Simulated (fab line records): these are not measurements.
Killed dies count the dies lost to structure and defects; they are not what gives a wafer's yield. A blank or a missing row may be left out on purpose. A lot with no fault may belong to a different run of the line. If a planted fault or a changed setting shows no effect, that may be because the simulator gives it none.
fab line records | flow n5_finfet
record: lots: 5 wafers: 15 last_day: 17
route steps=1938 shown BEOL_M4@1082
lots untouched by any fault: they come from a run of this same line in which no faults occurred
start_h: the number of hours between the record's first day and the start of the first shown wafer of the lot | wait_h: how many hours have passed since the lot's step before this one | " same as the row above | L1.1+2: one row covering several wafers at once | - no value, or no start given | * or withheld: withheld | < > ~ a bound
route shown NAME@n: NAME is a module with steps in the file, n the number in the route of the first one | usual: average and standard deviation across the fault-free wafers | same: alike in all rows | chamber/n: place in a boat | sites: each site's reading | _std_site: how widely they spread, as a standard deviation | _edge_site: outer sites' mean less inner sites' | radius_mm: for every site, how far away it sits from the centre of the wafer | mask NAME#n: copy n | behind: the last tool/chamber to shape the wafer | hold: what put the lot on hold/how long, in hours/how the hold closed | device: the transistor (n, p or np) that didn't switch | end of line: the route-end tests of the same wafers | a step with no rows: only its recipe | killed: at the first sort, the dies lost to defects and structure; wafer yield is something else | map: dies across one wafer; x = killed, . = not, _ = none there
set.NAME: setting as actually run; set.NAME@STEP: the setting as run at that earlier step | model.NAME: the simulator's own value behind a step, which no gauge read
certain route steps with their lots: each step a table, each wafer a row
services: the hour from which a tool's chamber was out of use, counted from the record's first day as start_h (under 0 if before that day), plus the number of hours and why
== steps ==
step: N5_BEOL_M4_SURFACE_TREAT_85
recipe: gas: Ar time_s: * ion_energy_ev: * ion_current_ma_cm2: 0.5 pressure_mtorr: * ar_flow_sccm: 30
usual: throttle_valve_pct: *
same: time_s: *
columns lot.wafer tool chamber start_h wait_h throttle_valve_pct
L076.2 pvd_sputter-01 - 173.11 0.2 *
L076.3 " - " " *
L076.6 " - " " *
L082.2 pvd_sputter-01 - 222.10 0.2 *
L082.3 " - " " *
L082.6 " - " " *
L084.1 pvd_sputter-02 - 226.40 0.2 *
L084.5 " - " " *
L084.6 " - " " *
L092.1 pvd_sputter-01 - 278.86 0.1 *
L092.4 " - " " *
L092.5 " - " " *
L095.1 pvd_sputter-03 - 304.33 0.1 *
L095.3 " - " " *
L095.6 " - " " *
step: N5_BEOL_M4_CVD_47
recipe: material: Co target_thk_a: 30 temp_c: withheld precursor: CCTBA/H2 pressure_torr: 30 time_s: 223.8
same: time_s: 223.8
columns lot.wafer tool chamber start_h wait_h
L076.2+3+6 cvd_co-02 2,0,0 173.17 0.0
L082.2+3+6 cvd_co-01 2,0,0 222.16 0.0
L084.1+5+6 cvd_co-01 0,2,1 226.48 0.1
L092.1+4+5 cvd_co-02 2,1,0 278.92 0.0
L095.1+3+6 cvd_co-02 0,2,0 304.39 0.0
step: N5_BEOL_M4_SPUTTER_48
recipe: material: Cu target_thk_a: 45 temp_c: -20 chamber_pressure_pa: 0.07 power_w: withheld time_s: 8.29
usual: chamber_pressure_pa: 0.07002/0.00014 throttle_valve_pct: 30.0/0.86
same: time_s: 8.29
columns lot.wafer tool chamber start_h wait_h chamber_pressure_pa throttle_valve_pct
L076.2 pvd_sputter-01 - 173.35 0.1 0.07015 30.8
L076.3 " - " " 0.06997 30.1
L076.6 " - " " 0.06991 30.0
L082.2 pvd_sputter-01 - 222.34 0.1 0.07023 30.0
L082.3 " - " " 0.07005 29.8
L082.6 " - " " 0.07024 30.0
L084.1 pvd_sputter-01 - 226.65 0.1 0.07015 31.0
L084.5 " - " " 0.07013 29.8
L084.6 " - " " 0.07004 28.2
L092.1 pvd_sputter-03 - 279.08 0.1 0.07013 30.3
L092.4 " - " " 0.07008 29.8
L092.5 " - " " 0.06988 29.8
L095.1 pvd_sputter-01 - 304.63 0.2 0.06996 30.9
L095.3 " - " " 0.07001 28.3
L095.6 " - " " 0.07013 30.1
step: N5_BEOL_M4_ANNEAL_49
recipe: temp_c: 400 time_s: 240 ambient: vacuum
usual: heater_power_w: 797/58
same: time_s: 240
columns lot.wafer tool chamber start_h wait_h heater_power_w
L076.2 pvd_sputter-01 - 173.43 0.0 867
L076.3 " - " " 685
L076.6 " - " " 743
L082.2 pvd_sputter-01 - 222.42 0.0 743
L082.3 " - " " 695
L082.6 " - " " 759
L084.1 pvd_sputter-01 - 226.73 0.0 855
L084.5 " - " " 750
L084.6 " - " " 754
L092.1 pvd_sputter-03 - 279.16 0.0 796
L092.4 " - " " 870
L092.5 " - " " 880
L095.1 pvd_sputter-01 - 304.71 0.0 841
L095.3 " - " " 756
L095.6 " - " " 689
step: N5_BEOL_M4_SPUTTER_79
recipe: material: Cu target_thk_a: 45 temp_c: -20 chamber_pressure_pa: 0.07 power_w: withheld time_s: 8.29
usual: chamber_pressure_pa: 0.07/0.00014 throttle_valve_pct: 30.0/0.86
same: time_s: 8.29
columns lot.wafer tool chamber start_h wait_h chamber_pressure_pa throttle_valve_pct
L076.2 pvd_sputter-01 - 173.57 0.1 0.07009 30.9
L076.3 " - " " 0.06983 30.0
L076.6 " - " " 0.06985 30.1
L082.2 pvd_sputter-01 - 222.56 0.1 0.07 29.9
L082.3 " - " " 0.07012 29.7
L082.6 " - " " 0.07022 30.0
L084.1 pvd_sputter-01 - 226.87 0.1 0.06998 30.9
L084.5 " - " " 0.07005 30.0
L084.6 " - " " 0.06976 28.2
L092.1 pvd_sputter-03 - 279.30 0.1 0.0699 29.9
L092.4 " - " " 0.07021 29.6
L092.5 " - " " 0.06991 30.0
L095.1 pvd_sputter-01 - 304.85 0.1 0.0702 31.0
L095.3 " - " " 0.07021 28.4
L095.6 " - " " 0.06993 30.2
step: N5_BEOL_M4_ANNEAL_80
recipe: temp_c: 400 time_s: 240 ambient: vacuum
usual: heater_power_w: 797/59
same: time_s: 240
columns lot.wafer tool chamber start_h wait_h heater_power_w
L076.2 pvd_sputter-01 - 173.65 0.0 862
L076.3 " - " " 683
L076.6 " - " " 756
L082.2 pvd_sputter-01 - 222.64 0.0 753
L082.3 " - " " 688
L082.6 " - " " 754
L084.1 pvd_sputter-01 - 226.95 0.0 865
L084.5 " - " " 751
L084.6 " - " " 746
L092.1 pvd_sputter-03 - 279.38 0.0 814
L092.4 " - " " 867
L092.5 " - " " 890
L095.1 pvd_sputter-01 - 304.93 0.0 851
L095.3 " - " " 757
L095.6 " - " " 687
step: N5_BEOL_M4_SPUTTER_81
recipe: material: Cu target_thk_a: 45 temp_c: -20 chamber_pressure_pa: 0.07 power_w: withheld time_s: 8.29
usual: chamber_pressure_pa: 0.07/0.00015 throttle_valve_pct: 30.0/0.87
same: time_s: 8.29
columns lot.wafer tool chamber start_h wait_h chamber_pressure_pa throttle_valve_pct
L076.2 pvd_sputter-01 - 173.79 0.1 0.07015 31.1
L076.3 " - " " 0.07002 30.2
L076.6 " - " " 0.07025 30.0
L082.2 pvd_sputter-01 - 222.78 0.1 0.07013 30.2
L082.3 " - " " 0.06992 30.0
L082.6 " - " " 0.07024 29.8
L084.1 pvd_sputter-01 - 227.09 0.1 0.07029 30.9
L084.5 " - " " 0.06997 29.9
L084.6 " - " " 0.07 28.0
L092.1 pvd_sputter-03 - 279.52 0.1 0.06981 29.9
L092.4 " - " " 0.07023 29.9
L092.5 " - " " 0.0701 29.9
L095.1 pvd_sputter-01 - 305.07 0.1 0.06996 30.6
L095.3 " - " " 0.06986 28.4
L095.6 " - " " 0.07003 30.2
step: N5_BEOL_M4_ANNEAL_82
recipe: temp_c: 400 time_s: 240 ambient: vacuum
usual: heater_power_w: 796/59
same: time_s: 240
columns lot.wafer tool chamber start_h wait_h heater_power_w
L076.2 pvd_sputter-01 - 173.87 0.0 876
L076.3 " - " " 676
L076.6 " - " " 773
L082.2 pvd_sputter-01 - 222.86 0.0 765
L082.3 " - " " 686
L082.6 " - " " 762
L084.1 pvd_sputter-01 - 227.17 0.0 855
L084.5 " - " " 763
L084.6 " - " " 752
L092.1 pvd_sputter-03 - 279.60 0.0 805
L092.4 " - " " 879
L092.5 " - " " 863
L095.1 pvd_sputter-01 - 305.15 0.0 876
L095.3 " - " " 757
L095.6 " - " " 685
step: N5_BEOL_M4_SPUTTER_86
recipe: material: Cu target_thk_a: 45 temp_c: -20 chamber_pressure_pa: 0.07 power_w: withheld time_s: 8.29
usual: chamber_pressure_pa: 0.06999/0.00014 throttle_valve_pct: 30.0/0.87
same: time_s: 8.29
columns lot.wafer tool chamber start_h wait_h chamber_pressure_pa throttle_valve_pct
L076.2 pvd_sputter-01 - 174.01 0.1 0.07004 31.0
L076.3 " - " " 0.07006 30.1
L076.6 " - " " 0.06978 29.9
L082.2 pvd_sputter-01 - 223.00 0.1 0.07013 30.1
L082.3 " - " " 0.06998 29.8
L082.6 " - " " 0.07003 29.8
L084.1 pvd_sputter-01 - 227.31 0.1 0.07007 30.9
L084.5 " - " " 0.07007 29.9
L084.6 " - " " 0.07033 28.0
L092.1 pvd_sputter-03 - 279.74 0.1 0.06991 29.9
L092.4 " - " " 0.07001 29.7
L092.5 " - " " 0.07003 29.9
L095.1 pvd_sputter-01 - 305.29 0.1 0.07008 30.9
L095.3 " - " " 0.07013 28.5
L095.6 " - " " 0.07006 29.7
step: N5_BEOL_M4_ANNEAL_87
recipe: temp_c: 400 time_s: 240 ambient: vacuum
usual: heater_power_w: 796/59
same: time_s: 240
columns lot.wafer tool chamber start_h wait_h heater_power_w
L076.2 pvd_sputter-01 - 174.09 0.0 851
L076.3 " - " " 674
L076.6 " - " " 754
L082.2 pvd_sputter-01 - 223.08 0.0 749
L082.3 " - " " 671
L082.6 " - " " 753
L084.1 pvd_sputter-01 - 227.39 0.0 863
L084.5 " - " " 754
L084.6 " - " " 749
L092.1 pvd_sputter-03 - 279.82 0.0 819
L092.4 " - " " 869
L092.5 " - " " 887
L095.1 pvd_sputter-01 - 305.37 0.0 856
L095.3 " - " " 734
L095.6 " - " " 686
step: N5_BEOL_M4_SPUTTER_88
recipe: material: Cu target_thk_a: 45 temp_c: -20 chamber_pressure_pa: 0.07 power_w: withheld time_s: 8.29
usual: chamber_pressure_pa: 0.06998/0.00013 throttle_valve_pct: 30.0/0.85
same: time_s: 8.29
columns lot.wafer tool chamber start_h wait_h chamber_pressure_pa throttle_valve_pct
L076.2 pvd_sputter-01 - 174.23 0.1 0.06985 31.1
L076.3 " - " " 0.06997 29.9
L076.6 " - " " 0.06981 30.1
L082.2 pvd_sputter-01 - 223.22 0.1 0.06985 29.9
L082.3 " - " " 0.07003 30.0
L082.6 " - " " 0.06993 30.1
L084.1 pvd_sputter-01 - 227.53 0.1 0.06988 31.2
L084.5 " - " " 0.06984 30.1
L084.6 " - " " 0.06999 28.2
L092.1 pvd_sputter-03 - 279.96 0.1 0.07 30.0
L092.4 " - " " 0.07001 30.0
L092.5 " - " " 0.07009 29.8
L095.1 pvd_sputter-01 - 305.51 0.1 0.06992 31.0
L095.3 " - " " 0.07015 28.2
L095.6 " - " " 0.06999 30.1
step: N5_BEOL_M4_ANNEAL_89
recipe: temp_c: 400 time_s: 240 ambient: vacuum
usual: heater_power_w: 796/59
same: time_s: 240
columns lot.wafer tool chamber start_h wait_h heater_power_w
L076.2 pvd_sputter-01 - 174.31 0.0 842
L076.3 " - " " 670
L076.6 " - " " 755
L082.2 pvd_sputter-01 - 223.30 0.0 771
L082.3 " - " " 686
L082.6 " - " " 769
L084.1 pvd_sputter-01 - 227.61 0.0 866
L084.5 " - " " 742
L084.6 " - " " 738
L092.1 pvd_sputter-03 - 280.04 0.0 814
L092.4 " - " " 876
L092.5 " - " " 877
L095.1 pvd_sputter-01 - 305.59 0.0 877
L095.3 " - " " 744
L095.6 " - " " 680
step: N5_BEOL_M4_SPUTTER_90
recipe: material: Cu target_thk_a: 45 temp_c: -20 chamber_pressure_pa: 0.07 power_w: withheld time_s: 8.29
usual: chamber_pressure_pa: 0.07002/0.00016 throttle_valve_pct: 30.0/0.89
same: time_s: 8.29
columns lot.wafer tool chamber start_h wait_h chamber_pressure_pa throttle_valve_pct
L076.2 pvd_sputter-01 - 174.45 0.1 0.07023 30.8
L076.3 " - " " 0.07005 29.9
L076.6 " - " " 0.07017 30.1
L082.2 pvd_sputter-01 - 223.44 0.1 0.0699 29.9
L082.3 " - " " 0.06993 30.3
L082.6 " - " " 0.06996 30.0
L084.1 pvd_sputter-01 - 227.75 0.1 0.06997 30.9
L084.5 " - " " 0.07006 30.2
L084.6 " - " " 0.07006 28.3
L092.1 pvd_sputter-03 - 280.18 0.1 0.07003 30.0
L092.4 " - " " 0.07001 29.9
L092.5 " - " " 0.07007 29.8
L095.1 pvd_sputter-01 - 305.73 0.1 0.07005 30.9
L095.3 " - " " 0.06969 28.0
L095.6 " - " " 0.07006 29.9
step: N5_BEOL_M4_ANNEAL_91
recipe: temp_c: 400 time_s: 240 ambient: vacuum
usual: heater_power_w: 798/60
same: time_s: 240
columns lot.wafer tool chamber start_h wait_h heater_power_w
L076.2 pvd_sputter-01 - 174.53 0.0 852
L076.3 " - " " 675
L076.6 " - " " 742
L082.2 pvd_sputter-01 - 223.52 0.0 760
L082.3 " - " " 677
L082.6 " - " " 739
L084.1 pvd_sputter-01 - 227.83 0.0 873
L084.5 " - " " 741
L084.6 " - " " 743
L092.1 pvd_sputter-03 - 280.26 0.0 818
L092.4 " - " " 890
L092.5 " - " " 869
L095.1 pvd_sputter-01 - 305.81 0.0 875
L095.3 " - " " 753
L095.6 " - " " 694
step: N5_BEOL_M4_SPUTTER_92
recipe: material: Cu target_thk_a: 45 temp_c: -20 chamber_pressure_pa: 0.07 power_w: withheld time_s: 8.29
usual: chamber_pressure_pa: 0.06998/0.00013 throttle_valve_pct: 30.1/0.89
same: time_s: 8.29
columns lot.wafer tool chamber start_h wait_h chamber_pressure_pa throttle_valve_pct
L076.2 pvd_sputter-01 - 174.67 0.1 0.07016 30.9
L076.3 " - " " 0.06998 30.2
L076.6 " - " " 0.07012 29.8
L082.2 pvd_sputter-01 - 223.66 0.1 0.07005 30.2
L082.3 " - " " 0.06995 30.2
L082.6 " - " " 0.07014 29.8
L084.1 pvd_sputter-01 - 227.97 0.1 0.06989 31.1
L084.5 " - " " 0.07011 30.2
L084.6 " - " " 0.06977 28.2
L092.1 pvd_sputter-03 - 280.40 0.1 0.06991 30.3
L092.4 " - " " 0.06995 29.9
L092.5 " - " " 0.07003 29.7
L095.1 pvd_sputter-01 - 305.95 0.1 0.07004 30.8
L095.3 " - " " 0.06991 28.2
L095.6 " - " " 0.07002 29.9
step: N5_BEOL_M4_ANNEAL_93
recipe: temp_c: 400 time_s: 240 ambient: vacuum
usual: heater_power_w: 798/61
same: time_s: 240
columns lot.wafer tool chamber start_h wait_h heater_power_w
L076.2 pvd_sputter-01 - 174.75 0.0 860
L076.3 " - " " 684
L076.6 " - " " 738
L082.2 pvd_sputter-01 - 223.74 0.0 730
L082.3 " - " " 699
L082.6 " - " " 756
L084.1 pvd_sputter-01 - 228.05 0.0 872
L084.5 " - " " 750
L084.6 " - " " 755
L092.1 pvd_sputter-03 - 280.48 0.0 825
L092.4 " - " " 895
L092.5 " - " " 882
L095.1 pvd_sputter-01 - 306.03 0.0 866
L095.3 " - " " 737
L095.6 " - " " 680
step: N5_BEOL_M4_SPUTTER_94
recipe: material: Cu target_thk_a: 45 temp_c: -20 chamber_pressure_pa: 0.07 power_w: withheld time_s: 8.29
usual: chamber_pressure_pa: 0.07001/0.00014 throttle_valve_pct: 30.0/0.87
same: time_s: 8.29
columns lot.wafer tool chamber start_h wait_h chamber_pressure_pa throttle_valve_pct
L076.2 pvd_sputter-01 - 174.89 0.1 0.0699 31.0
L076.3 " - " " 0.0701 30.0
L076.6 " - " " 0.07007 30.1
L082.2 pvd_sputter-01 - 223.88 0.1 0.07026 30.0
L082.3 " - " " 0.06992 29.8
L082.6 " - " " 0.07001 30.1
L084.1 pvd_sputter-01 - 228.19 0.1 0.06996 31.0
L084.5 " - " " 0.07005 29.6
L084.6 " - " " 0.07002 28.3
L092.1 pvd_sputter-03 - 280.62 0.1 0.0703 30.2
L092.4 " - " " 0.06997 29.9
L092.5 " - " " 0.06986 30.0
L095.1 pvd_sputter-01 - 306.17 0.1 0.07005 31.2
L095.3 " - " " 0.06991 28.3
L095.6 " - " " 0.06988 30.1
step: N5_BEOL_M4_ANNEAL_95
recipe: temp_c: 400 time_s: 240 ambient: vacuum
usual: heater_power_w: 797/60
same: time_s: 240
columns lot.wafer tool chamber start_h wait_h heater_power_w
L076.2 pvd_sputter-01 - 174.97 0.0 883
L076.3 " - " " 689
L076.6 " - " " 747
L082.2 pvd_sputter-01 - 223.96 0.0 770
L082.3 " - " " 668
L082.6 " - " " 753
L084.1 pvd_sputter-01 - 228.27 0.0 870
L084.5 " - " " 756
L084.6 " - " " 737
L092.1 pvd_sputter-03 - 280.70 0.0 794
L092.4 " - " " 855
L092.5 " - " " 910
L095.1 pvd_sputter-01 - 306.25 0.0 859
L095.3 " - " " 748
L095.6 " - " " 663
step: N5_BEOL_M4_SPUTTER_96
recipe: material: Cu target_thk_a: 45 temp_c: -20 chamber_pressure_pa: 0.07 power_w: withheld time_s: 8.29
usual: chamber_pressure_pa: 0.06998/0.00015 throttle_valve_pct: 30.0/0.89
same: time_s: 8.29
columns lot.wafer tool chamber start_h wait_h chamber_pressure_pa throttle_valve_pct
L076.2 pvd_sputter-01 - 175.11 0.1 0.07021 31.1
L076.3 " - " " 0.0702 30.1
L076.6 " - " " 0.07023 29.8
L082.2 pvd_sputter-01 - 224.10 0.1 0.07004 30.1
L082.3 " - " " 0.07 30.0
L082.6 " - " " 0.07012 30.1
L084.1 pvd_sputter-01 - 228.41 0.1 0.06992 31.0
L084.5 " - " " 0.06978 30.2
L084.6 " - " " 0.0702 28.3
L092.1 pvd_sputter-03 - 280.84 0.1 0.06999 30.3
L092.4 " - " " 0.07011 29.6
L092.5 " - " " 0.06987 30.0
L095.1 pvd_sputter-01 - 306.39 0.1 0.06986 31.1
L095.3 " - " " 0.06999 28.1
L095.6 " - " " 0.07007 30.2
step: N5_BEOL_M4_ECD_50
recipe: material: Cu target_thk_a: 3000
columns lot.wafer tool chamber start_h wait_h
L076.2+3+6 ecd_cu-01 1,0,1 175.22 0.1
L082.2+3+6 ecd_cu-02 1,0,0 224.22 0.1
L084.1+5+6 ecd_cu-02 1,1,0 228.53 0.1
L092.1+4+5 ecd_cu-02 0 280.96 0.1
L095.1+3+6 ecd_cu-02 1,0,1 306.51 0.1
step: N5_BEOL_M4_ANNEAL_51
recipe: temp_c: 225 time_s: 90 ambient: N2
usual: wafer_temp_C_max: 226.8/0.53
same: time_s: 90
columns lot.wafer tool chamber start_h wait_h wafer_temp_C_max
L076.2 rtp_anneal-01 0 175.35 0.1 226.6
L076.3 " 0 " " 226.3
L076.6 " 0 " " 226.9
L082.2 rtp_anneal-01 0 224.36 0.1 226.6
L082.3 " 0 " " 226.9
L082.6 " 0 " " 226.9
L084.1 rtp_anneal-01 0 228.81 0.3 226.8
L084.5 " 0 " " 227.1
L084.6 " 0 " " 227.4
L092.1 rtp_anneal-01 0 281.04 0.1 226.5
L092.4 " 0 " " 226.6
L092.5 " 0 " " 227.4
L095.1 rtp_anneal-01 0 306.60 0.1 226.8
L095.3 " 0 " " 227.3
L095.6 " 0 " " 226.9
step: N5_BEOL_M4_CMP_52
recipe: stop_on: SiOC t_overpolish_s: 6.8 down_force_psi: 1 platen_rpm: 50 clearing_platen_down_force_psi: 1.5 clearing_platen_rpm: 50 post_cmp_clean: cu_alkaline target_thk_nm: 40 clearing_platen_pad_velocity_m_s: 0.99484 pad_velocity_m_s: 0.99484
usual: barrier_field_endpoint_s: 24.7/0.73 motor_current_A: 6.0/0.45 overpolish_run_s: 6.800/0.0092 platen_rpm: 50.00/0.035 time_to_endpoint_s: 62/3.5
columns lot.wafer tool chamber start_h wait_h barrier_field_endpoint_s motor_current_A overpolish_run_s platen_rpm time_to_endpoint_s
L076.3 cmp-01 3 175.60 0.2 24.9 5.6 6.794 49.96 66
L076.2 " 1 " " 24.8 6.9 6.798 50.03 65
L076.6 " 3 " " 25.0 5.7 6.799 50.04 65
L082.2 cmp-03 0 224.61 0.2 25.4 5.4 6.790 50.04 64
L082.3 " 2 " " 23.9 6.9 6.801 50.02 62
L082.6 " 0 " " 25.7 5.1 6.795 49.98 65
L084.1 cmp-04 3 229.22 0.4 24.4 6.3 6.771 50.05 61
L084.6 " 0 " " 24.7 6.4 6.788 49.97 59
L084.5 " 1 " " 25.7 5.7 6.799 49.96 67
L092.4 cmp-04 1 281.41 0.2 24.3 5.6 6.785 50.05 64
L092.1 " 2 " " 23.4 6.0 6.800 50.07 59
L092.5 " 3 " " 23.9 6.4 6.818 49.96 60
L095.1 cmp-04 1 307.09 0.4 24.6 5.6 6.818 50.00 66
L095.3 " 2 " " 24.7 5.9 6.802 50.07 61
L095.6 " 0 " " 23.7 6.6 6.800 50.05 58
step: N5_BEOL_M4_THK_MEAS_53
recipe: thk_meas_gauge: xrf reads: Cu_of_BEOL_M4_ECD_50
usual: M4_THK: 40.7/1.7
columns lot.wafer tool chamber start_h wait_h M4_THK[nm]
L076.2 film_metro-02 - 175.89 - 41.5
L076.3 " - " " 40.8
L076.6 " - " " 42.0
L082.2 film_metro-01 - 224.90 - 38.8
L082.3 " - " " 39.6
L082.6 " - " " 43.0
L084.1 film_metro-02 - 229.40 - 41.9
L084.5 " - " " 42.7
L084.6 " - " " 41.3
L092.1 film_metro-01 - 281.63 - 37.3
L092.4 " - " " 40.2
L092.5 " - " " 37.8
L095.1 film_metro-01 - 307.31 - 40.9
L095.3 " - " " 40.6
L095.6 " - " " 39.6
step: N5_BEOL_M4_PRE_CLEAN_60
recipe: gas: NH3/H2 time_s: 15 temp_c: * rf_power_w: 300
usual: heater_power_w: 78/14
same: time_s: 15
columns lot.wafer tool chamber start_h wait_h heater_power_w
L076.2 cvd_co-02 2 175.93 0.0 67
L076.3 " 0 " " 91
L076.6 " 0 " " 91
L082.2 cvd_co-01 0 224.94 0.0 102
L082.3 " 1 " " 58
L082.6 " 0 " " 102
L084.1 cvd_co-02 1 229.44 0.0 76
L084.5 " 0 " " 88
L084.6 " 1 " " 78
L092.1 cvd_co-02 0 281.66 0.0 89
L092.4 " 0 " " 89
L092.5 " 1 " " 78
L095.1 cvd_co-02 0 307.65 0.3 92
L095.3 " 2 " " 71
L095.6 " 2 " " 71
step: N5_BEOL_M4_CO_CAP_55
recipe: material: Co target_thk_a: 20 temp_c: 200 precursor: CCTBA/H2 pressure_torr: 30 time_s: 102.1
usual: heater_power_w: 228/17
same: time_s: 102.1
columns lot.wafer tool chamber start_h wait_h heater_power_w
L076.2 cvd_co-02 2 175.97 0.0 216
L076.3 " 0 " " 244
L076.6 " 0 " " 232
L082.2 cvd_co-01 0 224.98 0.0 252
L082.3 " 1 " " 204
L082.6 " 0 " " 263
L084.1 cvd_co-02 1 229.48 0.0 231
L084.5 " 0 " " 236
L084.6 " 1 " " 229
L092.1 cvd_co-02 0 281.70 0.0 239
L092.4 " 0 " " 239
L092.5 " 1 " " 222
L095.1 cvd_co-02 0 307.69 0.0 237
L095.3 " 2 " " 219
L095.6 " 2 " " 218
step: N5_BEOL_M4_PRE_CLEAN_56
recipe: gas: NH3 time_s: 15 temp_c: withheld rf_power_w: 300
same: time_s: 15
columns lot.wafer tool chamber start_h wait_h
L076.2+3+6 pecvd-03 0,1,1 176.06 0.1
L082.2+3+6 pecvd-03 1,2,0 225.07 0.1
L084.1+5+6 pecvd-04 1,2,0 229.57 0.1
L092.1+4+5 pecvd-03 2,0,1 281.80 0.1
L095.1+3+6 pecvd-03 2,1,1 307.78 0.1
step: N5_BEOL_M4_DEP_57
recipe: material: SiCN target_thk_a: 80 temp_c: withheld precursor: 3MS/NH3 pressure_torr: 3 rf_w: 202 time_s: 14
usual: showerhead_plenum_p_Torr: 3.659/0.011 throttle_valve_pct: 9.1/0.5
same: time_s: 14
columns lot.wafer tool chamber start_h wait_h showerhead_plenum_p_Torr throttle_valve_pct
L076.2 pecvd-03 0 176.09 0.0 3.648 9.4
L076.3 " 1 " " 3.671 10.1
L076.6 " 1 " " 3.664 9.9
L082.2 pecvd-03 1 225.10 0.0 3.673 10.0
L082.3 " 2 " " 3.659 8.6
L082.6 " 0 " " 3.650 9.1
L084.1 pecvd-04 1 229.59 0.0 3.680 9.1
L084.5 " 2 " " 3.672 8.4
L084.6 " 0 " " 3.642 9.5
L092.1 pecvd-03 2 281.82 0.0 3.652 8.5
L092.4 " 0 " " 3.649 9.3
L092.5 " 1 " " 3.669 9.8
L095.1 pecvd-03 2 307.81 0.0 3.654 8.8
L095.3 " 1 " " 3.672 9.6
L095.6 " 1 " " 3.673 9.9
step: N5_BEOL_M4_RS_MEAS_58
recipe: thk_meas_gauge: four-point-probe reads: Co_of_BEOL_M4_CO_CAP_55+Cu_of_BEOL_M4_ECD_50+Co_of_BEOL_M4_CVD_47+TaN_of_BEOL_M4_ALD_84
usual: M4_RS: 0.66/0.035
columns lot.wafer tool chamber start_h wait_h M4_RS[ohm/sq]
L076.2 film_metro-02 - 176.15 0.1 0.64
L076.3 " - " " 0.66
L076.6 " - " " 0.63
L082.2 film_metro-01 - 225.16 0.1 0.70
L082.3 " - " " 0.68
L082.6 " - " " 0.61
L084.1 film_metro-01 - 229.66 0.0 0.64
L084.5 " - " " 0.63
L084.6 " - " " 0.66
L092.1 film_metro-02 - 281.89 0.0 0.74
L092.4 " - " " 0.67
L092.5 " - " " 0.72
L095.1 film_metro-01 - 307.88 0.0 0.65
L095.3 " - " " 0.66
L095.6 " - " " 0.68
step: N5_BEOL_M4_INSPECT_59
recipe: inspect_instrument: darkfield mode: post_dep
usual: raw_defect_count: 69/20
columns lot.wafer tool chamber start_h wait_h raw_defect_count
L076.2 defect_inspect-02 - 176.18 0.0 83
L076.3 " - " " 63
L076.6 " - " " 38
L082.2 defect_inspect-01 - 225.19 0.0 63
L082.3 " - " " 50
L082.6 " - " " 77
L084.1 defect_inspect-01 - 229.69 0.0 73
L084.5 " - " " 76
L084.6 " - " " 86
L092.1 defect_inspect-02 - 281.91 0.0 85
L092.4 " - " " 43
L092.5 " - " " 72
L095.1 defect_inspect-01 - 307.90 0.0 55
L095.3 " - " " 71
L095.6 " - " " 38
== services ==
columns tool chamber start_h hours kind
pecvd-03 0 157.03 18.3 repair
cmp-04 - 160.99 2.5 repair
pvd_sputter-03 - 161.40 1.8 repair
pvd_sputter-03 - 171.10 11.7 repair
cmp-03 - 181.83 3.2 repair
cvd_co-01 2 185.74 2.8 repair
pvd_sputter-01 - 188.53 1.3 repair
cmp-04 - 190.20 4.0 pm
pecvd-03 - 191.15 0.3 repair
cmp-04 - 194.20 - consumable_replace:conditioner
cmp-04 - 194.20 - consumable_replace:pad
cmp-04 - 222.45 4.3 repair
cmp-01 - 227.96 4.0 pm
cmp-01 - 231.96 - consumable_replace:conditioner
cmp-01 - 231.96 - consumable_replace:pad
cmp-03 - 233.42 0.3 repair
cmp-01 - 246.45 17.6 pm
ecd_cu-01 - 253.26 6.8 repair
pecvd-03 - 258.74 2.8 pm
cmp-01 - 290.69 6.2 pm
pecvd-04 0 291.15 4.5 repair
pvd_sputter-01 - 291.75 1.0 repair
cmp-03 - 292.10 3.5 repair
cmp-01 - 304.78 1.3 repair
== key ==
fault none
